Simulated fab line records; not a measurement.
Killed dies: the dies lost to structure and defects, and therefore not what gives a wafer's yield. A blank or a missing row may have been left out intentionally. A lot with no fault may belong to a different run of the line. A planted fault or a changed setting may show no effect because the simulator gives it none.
Matching of chambers	flow n5Finfet	N5_BEOL_M0_SAQP_PECVD_04 on pecvd-04: 3 sister chambers
The step deposits a-Si from SiH4/He, target thk 60 nm, time 60.2 s. 6 wafers are shown with their chamber, then 7 later ones without.

EACH WAFER AND ITS CHAMBER
wafer	chamber	showerheadPlenumPTorr (Torr)	throttleValvePct (%)
L938.6	1	5.65	19.3
L941.3	0	5.68	18.2
L941.4	1	5.66	19.5
L941.6	2	5.76	18.2
L942.2	2	5.78	18.4
L942.4	0	5.66	17.8

WAFERS WHOSE CHAMBER IS MISSING
wafer	showerheadPlenumPTorr (Torr)	throttleValvePct (%)
L942.5	5.75	18.3
L947.1	5.67	18.0
L947.2	5.65	19.4
L947.3	5.67	19.6
L953.4	5.74	16.9
L953.5	5.67	19.5
L953.6	5.67	18.0

WHICH CHAMBER EACH WENT THROUGH
wafer	from the rows above	in truth
L942.5	2	2
L947.1	0	0
L947.2	1	1
L947.3	1	1
L953.4	can't be placed: 2 or 0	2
L953.5	1	1
L953.6	0	0
Correctly placed: 6 of 7. Can't be placed from these rows: 1 (the true chamber is among the candidates in 1). 0 placed wrongly.
How it was worked out, from the rows above alone: a wafer's distance from a chamber is the root of the sum, over the readings, of the square of ((its reading less the chamber's mean) divided by the reading's scatter). The wafer belongs to the nearest chamber; if the next one is less than 2 further off, it can't be placed. A chamber's mean is the mean of its shown wafers. The scatter: take each reading less its chamber's mean, square it, sum over the shown wafers, divide by the number of wafers less the number of chambers, and take the root.
